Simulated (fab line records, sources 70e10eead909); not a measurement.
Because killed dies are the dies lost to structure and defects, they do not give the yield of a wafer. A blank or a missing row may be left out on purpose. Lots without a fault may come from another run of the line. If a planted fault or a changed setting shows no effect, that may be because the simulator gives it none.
The tool behind it: which one? || flow nandHarc || Sampling: 6 lots, 17 wafers, 4 of 1159 route steps

## WHAT EACH GAUGE READ, for each wafer
NHARC_A_M0_INSPECT_27.
{"lot": "L549", "measured": "day 18 11:18", "on": "defectInspect-02", "rawDefectCount": "319 282 292"}
{"lot": "L548", "measured": "day 18 16:45", "on": "defectInspect-02", "rawDefectCount": "339 472 294"}
{"lot": "L551", "measured": "day 19 06:34", "on": "defectInspect-02", "rawDefectCount": "356 404 328"}
{"lot": "L560", "measured": "day 20 21:03", "on": "defectInspect-02", "rawDefectCount": "388 755"}
{"lot": "L564", "measured": "day 22 07:55", "on": "defectInspect-02", "rawDefectCount": "280 424 490"}
{"lot": "L568", "measured": "day 22 19:58", "on": "defectInspect-02", "rawDefectCount": "345 433 347"}

## EACH LOT AND THE TOOL THAT RAN IT (in order: tool; ch and the chambers of the sampled wafers; start)
{"lot": "L549", "NHARC_A_M0_PRE_CLEAN_29": "pvdSputter-03, day 18 10:00 or earlier", "NHARC_A_M0_ECD_22": "ecdCu-02 ch 0,1, day 18 10:00", "NHARC_A_M0_CMP_23": "cmp-02 ch 1,2, day 18 10:51"}
{"lot": "L548", "NHARC_A_M0_PRE_CLEAN_29": "pvdSputter-03, day 18 15:33 or earlier", "NHARC_A_M0_ECD_22": "ecdCu-01 ch 0, day 18 15:33", "NHARC_A_M0_CMP_23": "cmp-04 ch 1,2,3, day 18 16:20"}
{"lot": "L551", "NHARC_A_M0_PRE_CLEAN_29": "pvdSputter-01, day 19 05:26 or earlier", "NHARC_A_M0_ECD_22": "ecdCu-02 ch 0,1, day 19 05:26", "NHARC_A_M0_CMP_23": "cmp-02 ch 1,2,3, day 19 06:08"}
{"lot": "L560", "NHARC_A_M0_PRE_CLEAN_29": "pvdSputter-01, day 20 19:51 or earlier", "NHARC_A_M0_ECD_22": "ecdCu-02 ch 0,1, day 20 19:51", "NHARC_A_M0_CMP_23": "cmp-02 ch 2,3, day 20 20:36"}
{"lot": "L564", "NHARC_A_M0_PRE_CLEAN_29": "pvdSputter-02, day 22 06:51 or earlier", "NHARC_A_M0_ECD_22": "ecdCu-01 ch 0,1, day 22 06:51", "NHARC_A_M0_CMP_23": "cmp-04 ch 0,1,3, day 22 07:30"}
{"lot": "L568", "NHARC_A_M0_PRE_CLEAN_29": "pvdSputter-02, day 22 18:42 or earlier", "NHARC_A_M0_ECD_22": "ecdCu-01 ch 0,1, day 22 18:42", "NHARC_A_M0_CMP_23": "cmp-02 ch 0,2,3, day 22 19:31"}
- NHARC_A_M0_PRE_CLEAN_29: time 30 s.
- NHARC_A_M0_ECD_22: material Cu, target thk 400 nm.
- NHARC_A_M0_CMP_23: polishes, t overpolish 20 s, target thk 113.75 nm.

## THE ANSWER, worked out from the rows above alone
Rule: the usual values come from the lots themselves. Put in order of their means at a reading, lots are off if they are a third of the lots or fewer, leave a main group of 4 or more, and stand apart from it by a gap of 3 or more times the standard deviation of the main group's means; of several such gaps the widest counts. A main group whose means are all the same, to the digits that the tables above print for the reading, isn't used. Also off: a lot with no number at a reading for which 4 or more lots have one. All remaining lots with rows at the step are treated as sound.
Off: L560 (NHARC_A_M0_INSPECT_27, rawDefectCount). Mean 360 and standard deviation 34 in the main group.
If a tool, at a process step before that reading, ran all the lots that are off and no sound lot after the first of them, it fits. Gauges at NHARC_A_M0_INSPECT_27: tried the same way as those tools. NHARC_A_M0_PRE_CLEAN_29 gives no start for some lots, so the hours and the order of its lots are those of NHARC_A_M0_ECD_22. This does not decide it: 2 tools fit, namely pvdSputter-01 at NHARC_A_M0_PRE_CLEAN_29 and ecdCu-02 at NHARC_A_M0_ECD_22.

## WHAT THE SIMULATOR HAD PUT IN
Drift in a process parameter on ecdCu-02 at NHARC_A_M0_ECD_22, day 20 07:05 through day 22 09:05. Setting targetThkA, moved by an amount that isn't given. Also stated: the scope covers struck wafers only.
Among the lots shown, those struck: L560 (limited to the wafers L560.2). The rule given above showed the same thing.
